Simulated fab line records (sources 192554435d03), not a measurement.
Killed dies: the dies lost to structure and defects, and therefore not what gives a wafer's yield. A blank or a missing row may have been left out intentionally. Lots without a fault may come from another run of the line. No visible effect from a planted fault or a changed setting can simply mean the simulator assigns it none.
Comparing a struck lot with a sound one | flow n5_finfet | 15 steps out of a route of 1938
Sound: these wafers, L412.3, L412.4, L412.6. Wafers L416.1, L416.2, L416.5 were the ones struck. The cause comes at the end.
Each step with rows lists, per side, the tool, then ch with its chambers, then its first start. Under that, the readings that differ: sound wafers | struck wafers | difference of the means | sigmas: that difference in standard deviations of wafers without a fault.
alike: a reading whose means differ by less than 2 such deviations, as well as words and numbers matching on both sides. not compared: withheld readings; readings where some wafer has no value; bounds like >300 that might hide an equal value; numbers whose values overlap and for which the record gives no deviation.
Wherever a step has rows on one side only, a row that says differs or no value, or a row with sigmas, the two part there. Non-overlapping numbers with no deviation appear without sigmas and do not part them. A reading that every wafer of one side lacks parts them only if that side has two wafers or more.

first, 5 steps without rows for these wafers: N5_BEOL_M14_SOFTBAKE_23 (time 60 s); N5_BEOL_M14_EXPOSE_25 (exposes mask M14, target cd 280 nm); N5_BEOL_M14_PEB_26 (peb time 90 s); N5_BEOL_M14_DEVELOP_27 (develop time 45 s); N5_BEOL_M14_HARDBAKE_32 (time 120 s).
N5_BEOL_M14_CD_MEAS_28: the cd target is 284.4 nm.
  sound on cd_sem-02 ch 0, day 13 12:38; struck on cd_sem-03 ch 0, day 15 11:28
  alike: cd_nm
N5_BEOL_M14_OVL_MEAS_29:
  sound on overlay-01 ch 0, day 13 12:40; struck on overlay-01 ch 0, day 15 11:29
  alike: M14_OVL
N5_BEOL_M14_INSPECT_30: inspects for defects (macro).
  struck on defect_inspect-02, day 15 11:31; sound on defect_inspect-02, day 13 12:41
  alike: raw_defect_count
N5_BEOL_M14_DESCUM_33: chemistry O2, time 7.9 s.
  sound on rie_diel-06 ch 1,2,3, day 13 12:51; struck on rie_diel-06 ch 1,2, day 15 11:34
  alike: drypump_motor_current_A, o2_flow_sccm, oes_product_au, rf_vpp_V, showerhead_plenum_p_Torr, throttle_valve_pct
  not compared: rf_hours_counter_h
N5_BEOL_M14_ETCH_67: etches SiARC in CF4, target depth 143 nm, time 238.3 s.
  sound on rie_diel-06 ch 1,2,3, day 13 12:53; struck on rie_diel-06 ch 1,2, day 15 11:37
  alike: bias_w, drypump_motor_current_A, etch_rf_on_time_s, oes_product_au, rf_vpp_V, showerhead_plenum_p_Torr, throttle_valve_pct
  not compared: rf_hours_counter_h
N5_BEOL_M14_ETCH_68: etches SOC in N2/H2, time 450 s.
  sound on rie_diel-06 ch 1,2,3, day 13 13:02; struck on rie_diel-06 ch 1,2, day 15 11:46
  alike: bias_w, drypump_motor_current_A, n2_flow_sccm, oes_product_au, rf_vpp_V, showerhead_plenum_p_Torr, throttle_valve_pct
  not compared: rf_hours_counter_h
then, 1 step without rows for these wafers: N5_BEOL_M14_STRIP_69 (strips in N2/H2).
N5_BEOL_M14_TRENCH_ETCH_34: etches SiO2 in C4F8/O2/Ar, target depth 556.65 nm, time 126.9 s.
  sound on rie_diel-06 ch 1,2,3, day 13 13:18; struck on rie_diel-06 ch 1,2, day 15 12:02
  reading      | sound          | struck         | difference | sigmas
  bias_w (W)   | 2041 2041 2040 | 2217 2203 2210 | +169       | +31
  rf_vpp_V (V) | 2285 2258 2199 | 2386 2418 2387 | +150       | +3
  alike: drypump_motor_current_A, oes_f_703_au, oes_product_au, showerhead_plenum_p_Torr, throttle_valve_pct
  not compared: rf_hours_counter_h
then, 2 steps without rows for these wafers: N5_BEOL_M14_STRIP_70 (strips in C4F8/O2/Ar); N5_PASSIVATION_PROBE_49.

== WHERE THEY PART ==
Only at N5_BEOL_M14_TRENCH_ETCH_34, as far as this record shows.

WHY: the cause the simulator had injected
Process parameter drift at N5_BEOL_M14_TRENCH_ETCH_34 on rie_diel-06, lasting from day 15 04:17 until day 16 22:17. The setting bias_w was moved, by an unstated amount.
